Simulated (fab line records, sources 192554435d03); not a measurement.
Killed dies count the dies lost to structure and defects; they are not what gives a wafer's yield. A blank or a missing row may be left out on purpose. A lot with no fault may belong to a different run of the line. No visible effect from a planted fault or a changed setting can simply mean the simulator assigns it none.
Which tool is to blame? + flow n5_finfet + 24 wafers from 8 lots sampled at 8 of the route's 1938 steps

WHAT THE GAUGES READ, wafer by wafer
N5_BEOL_M4_RC_MEAS_101.
| lot  | measured     | on        | DIBL_N (mV/V)  | DIBL_P (mV/V)  | IOFF_N (nA/um)    | IOFF_P (nA/um)    | ION_N (uA/um) | ION_P (uA/um) | SS_N (mV/dec)  | SS_P (mV/dec)  | VT_N (mV)         | VT_P (mV)            |
|------|--------------|-----------|----------------|----------------|-------------------|-------------------|---------------|---------------|----------------|----------------|-------------------|----------------------|
| L696 | day 9 02:19  | prober-02 | 36.2 37.7 35.9 | 35.5 36.6 35.5 | 0.143 0.163 0.145 | 0.188 0.202 0.190 | 669 666 674   | 458 456 462   | 71.7 72.1 71.3 | 72.4 73.5 72.6 | 251.5 251.0 250.1 | -255.1 -252.9 -252.0 |
| L705 | day 11 05:29 | prober-02 | 36.2 35.2 37.1 | 34.6 33.5 35.2 | 0.138 0.123 0.146 | 0.180 0.166 0.188 | 671 666 672   | 461 453 462   | 70.9 70.5 71.4 | 72.2 72.1 72.7 | 249.2 253.1 251.4 | -253.5 -256.0 -252.9 |
| L704 | day 11 08:32 | prober-01 | 33.6 34.7 33.2 | 36.2 37.1 35.7 | 0.151 0.157 0.140 | 0.208 0.220 0.197 | 674 673 665   | 467 465 463   | 71.8 71.6 71.6 | 72.9 74.4 73.1 | 248.0 249.8 250.3 | -249.2 -249.0 -251.5 |
| L706 | day 11 08:53 | prober-02 | 36.8 36.6 38.6 | 35.0 35.1 36.8 | 0.145 0.154 0.183 | 0.215 0.227 0.245 | 666 675 684   | 462 469 464   | 71.4 71.7 71.6 | 72.6 73.5 74.0 | 251.2 250.8 248.2 | -248.6 -249.7 -249.9 |
| L707 | day 11 12:03 | prober-01 | 36.9 37.7 36.5 | 36.8 37.6 35.2 | 0.183 0.198 0.170 | 0.244 0.260 0.227 | 684 671 670   | 467 463 461   | 72.1 72.6 72.4 | 74.0 73.6 73.7 | 246.3 244.0 248.2 | -249.6 -246.0 -249.3 |
| L709 | day 12 05:29 | prober-01 | 38.6 39.0 37.4 | 36.4 37.3 35.3 | 0.165 0.177 0.144 | 0.210 0.217 0.196 | 677 675 675   | 464 457 458   | 71.7 71.8 71.4 | 73.7 74.6 73.4 | 249.1 250.3 247.9 | -251.6 -251.7 -251.1 |
| L713 | day 12 22:28 | prober-02 | 39.1 38.5 37.6 | 39.8 39.4 38.0 | 0.211 0.195 0.187 | 0.260 0.250 0.231 | 682 685 686   | 462 464 469   | 72.3 72.4 71.8 | 74.4 73.7 73.0 | 243.3 248.6 243.6 | -250.6 -249.5 -249.3 |
| L716 | day 13 23:38 | prober-02 | 35.6 34.9 33.5 | 34.0 34.2 32.8 | 0.141 0.131 0.113 | 0.186 0.198 0.168 | 649 668 654   | 448 462 454   | 71.7 71.1 71.0 | 72.6 73.4 72.6 | 255.4 250.9 256.9 | -253.7 -251.9 -252.6 |

N5_BEOL_M8_THK_MEAS_53: measures by xrf.
| lot  | measured     | on            | M8_THK (nm)       |
|------|--------------|---------------|-------------------|
| L696 | day 10 23:42 | film_metro-01 | 79.7 82.5 80.3    |
| L705 | day 12 19:17 | film_metro-02 | 78.2 76.7 78.2    |
| L704 | day 13 02:29 | film_metro-01 | 296.2 295.5 294.9 |
| L706 | day 13 03:10 | film_metro-02 | 294.2 292.0 293.9 |
| L707 | day 13 03:50 | film_metro-02 | 293.7 295.1 295.1 |
| L709 | day 13 21:42 | film_metro-01 | 77.2 74.5 76.2    |
| L713 | day 14 17:18 | film_metro-02 | 79.4 78.6 75.9    |
| L716 | day 15 16:27 | film_metro-01 | 80.2 78.2 79.4    |

N5_BEOL_M8_RS_MEAS_57: uses a four-point probe to measure.
| lot  | measured     | on            | M8_RS (ohm/sq)    |
|------|--------------|---------------|-------------------|
| L696 | day 10 23:50 | film_metro-01 | 0.286 0.273 0.281 |
| L705 | day 12 19:25 | film_metro-01 | 0.291 0.297 0.288 |
| L704 | day 13 02:37 | film_metro-02 | 0.063 0.064 0.064 |
| L706 | day 13 03:18 | film_metro-01 | 0.065 0.065 0.064 |
| L707 | day 13 03:58 | film_metro-02 | 0.065 0.064 0.065 |
| L709 | day 13 21:50 | film_metro-02 | 0.296 0.307 0.300 |
| L713 | day 14 17:26 | film_metro-01 | 0.287 0.289 0.299 |
| L716 | day 15 16:35 | film_metro-01 | 0.282 0.290 0.284 |

N5_BEOL_M8_INSPECT_58: inspects for defects (darkfield).
| lot  | measured     | on                | raw_defect_count |
|------|--------------|-------------------|------------------|
| L696 | day 10 23:52 | defect_inspect-01 | 28 46 50         |
| L705 | day 12 19:27 | defect_inspect-01 | 66 85 71         |
| L704 | day 13 02:38 | defect_inspect-01 | 1171 1215 1182   |
| L706 | day 13 03:19 | defect_inspect-02 | 1159 1095 1119   |
| L707 | day 13 04:00 | defect_inspect-01 | 1105 1138 1189   |
| L709 | day 13 21:52 | defect_inspect-01 | 57 58 64         |
| L713 | day 14 17:28 | defect_inspect-01 | 50 61 51         |
| L716 | day 15 16:37 | defect_inspect-02 | 84 22 39         |

WHAT TOOL EACH LOT RAN ON (gives the tool, then ch and the chambers of the sampled wafers, and finally the start)
| lot  | N5_BEOL_M8_VIA_ETCH_34             | N5_BEOL_M8_CURE_75            | N5_BEOL_M8_SURFACE_TREAT_79  | N5_BEOL_M8_CMP_52             |
|------|------------------------------------|-------------------------------|------------------------------|-------------------------------|
| L696 | rie_diel-06 ch 0,1,2, day 10 21:04 | uv_cure-02 ch 1, day 10 21:36 | pvd_sputter-01, day 10 22:21 | cmp-03 ch 0,1,2, day 10 23:25 |
| L705 | rie_diel-02 ch 0,2,3, day 12 16:31 | uv_cure-02 ch 0, day 12 17:10 | pvd_sputter-02, day 12 18:13 | cmp-01 ch 1,2,3, day 12 19:00 |
| L704 | rie_diel-02 ch 1,2,3, day 12 23:29 | uv_cure-01 ch 2, day 13 00:01 | pvd_sputter-01, day 13 01:26 | cmp-01 ch 0,1, day 13 02:14   |
| L706 | rie_diel-05 ch 0,1, day 12 23:49   | uv_cure-01 ch 2, day 13 00:44 | pvd_sputter-01, day 13 01:46 | cmp-01 ch 0,2,3, day 13 02:52 |
| L707 | rie_diel-06 ch 0,1,2, day 13 00:05 | uv_cure-01 ch 1, day 13 01:49 | pvd_sputter-01, day 13 02:46 | cmp-03 ch 0,1,3, day 13 03:35 |
| L709 | rie_diel-05 ch 1,2,3, day 13 18:23 | uv_cure-01 ch 0, day 13 19:08 | pvd_sputter-02, day 13 20:13 | cmp-01 ch 0,3, day 13 21:25   |
| L713 | rie_diel-02 ch 1,2,3, day 14 13:38 | uv_cure-01 ch 2, day 14 14:05 | pvd_sputter-02, day 14 16:07 | cmp-01 ch 0,1,2, day 14 17:01 |
| L716 | rie_diel-02 ch 1,3, day 15 13:44   | uv_cure-01 ch 1, day 15 14:14 | pvd_sputter-01, day 15 15:20 | cmp-03 ch 1,2,3, day 15 16:09 |
- N5_BEOL_M8_VIA_ETCH_34: etches SiCOH lowk in C4F6/O2, target depth 125.5 nm, time 50.5 s.
- N5_BEOL_M8_CURE_75: cures SiCOH lowk, time 120 s.
- N5_BEOL_M8_SURFACE_TREAT_79
- N5_BEOL_M8_CMP_52: polishes, stops on SiCOH lowk, t overpolish 6.9 s, target thk 80 nm.

WHAT THE TOOLS THEMSELVES READ (means of the sampled wafers that have a number; where no wafer has one, the mark that the record gives instead)
N5_BEOL_M8_VIA_ETCH_34.
| lot  | tool        | drypump_motor_current_A (A) | oes_product_au (a.u.) | rf_vpp_V (V) | showerhead_plenum_p_Torr (Torr) | throttle_valve_pct (%) |
|------|-------------|-----------------------------|-----------------------|--------------|---------------------------------|------------------------|
| L696 | rie_diel-06 | 5.6                         | 0.77                  | 665          | 2.84                            | 21.19                  |
| L705 | rie_diel-02 | 6.0                         | 0.78                  | 672          | 2.84                            | 20.71                  |
| L704 | rie_diel-02 | 6.1                         | 0.78                  | 673          | 2.89                            | 20.66                  |
| L706 | rie_diel-05 | 5.7                         | 0.83                  | 668          | 2.80                            | 20.75                  |
| L707 | rie_diel-06 | 5.6                         | 0.84                  | 665          | 2.83                            | 21.10                  |
| L709 | rie_diel-05 | 5.2                         | 0.76                  | 675          | 2.93                            | 20.98                  |
| L713 | rie_diel-02 | 6.1                         | 0.78                  | 672          | 2.88                            | 20.69                  |
| L716 | rie_diel-02 | 6.0                         | 0.84                  | 669          | 2.84                            | 20.62                  |

N5_BEOL_M8_CURE_75.
| lot  | tool       | lamp_power_pct (%) | wafer_temp_C_max |
|------|------------|--------------------|------------------|
| L696 | uv_cure-02 | 52.30              | 371.1            |
| L705 | uv_cure-02 | 52.30              | 371.1            |
| L704 | uv_cure-01 | 52.28              | 371.6            |
| L706 | uv_cure-01 | 52.28              | 370.9            |
| L707 | uv_cure-01 | 52.31              | 371.2            |
| L709 | uv_cure-01 | 52.33              | 372.2            |
| L713 | uv_cure-01 | 52.25              | 371.5            |
| L716 | uv_cure-01 | 52.35              | 371.2            |

N5_BEOL_M8_CMP_52.
| lot  | tool   | barrier_field_endpoint_s (s) | clearing_platen_down_force_psi (psi) | motor_current_A (A) | overpolish_run_s (s) | time_to_endpoint_s (s) |
|------|--------|------------------------------|--------------------------------------|---------------------|----------------------|------------------------|
| L696 | cmp-03 | 29.1                         | 1.5000                               | 6.2                 | 6.901                | 66.0                   |
| L705 | cmp-01 | 28.4                         | 1.5002                               | 5.4                 | 6.904                | 65.4                   |
| L704 | cmp-01 | -                            | -                                    | -                   | -                    | -                      |
| L706 | cmp-01 | -                            | -                                    | -                   | -                    | -                      |
| L707 | cmp-03 | -                            | -                                    | -                   | -                    | -                      |
| L709 | cmp-01 | 28.3                         | 1.4966                               | 6.0                 | 6.895                | 58.7                   |
| L713 | cmp-01 | 29.9                         | 1.5025                               | 5.5                 | 6.901                | 61.8                   |
| L716 | cmp-03 | 29.1                         | 1.4992                               | 6.1                 | 6.893                | 62.9                   |

THE ANSWER, worked out from the rows above alone
Rule: the usual values come from the lots themselves. Put in order of their means at a reading, lots are off if they are a third of the lots or fewer, leave a main group of 4 or more, and stand apart from it by a gap of 3 or more times the standard deviation of the main group's means; of several such gaps the widest counts. The tables above print the reading to a certain number of digits; a main group whose means all agree to those digits is not used. Also off: a lot with no number at a reading for which 4 or more lots have one. Any other lot the step has rows for is counted as sound. First the gauges in route order, then the tools' own readings, where a lot's mean is used as printed above. The first step at which some lot is off is used, and at that step the reading that is off furthest; a lot without a number counts as furthest.
Off, at N5_BEOL_M8_CMP_52 on barrier_field_endpoint_s: L704, L706, L707. Without a number there: L704, L706, L707. The main group has a mean of 29.0 s with a standard deviation of 0.58.
A tool fits if, at that step or a process step before it, it ran every lot that is off, and no sound lot after the first of them. None of those tried fits.

WHAT THE SIMULATOR HAD INSERTED
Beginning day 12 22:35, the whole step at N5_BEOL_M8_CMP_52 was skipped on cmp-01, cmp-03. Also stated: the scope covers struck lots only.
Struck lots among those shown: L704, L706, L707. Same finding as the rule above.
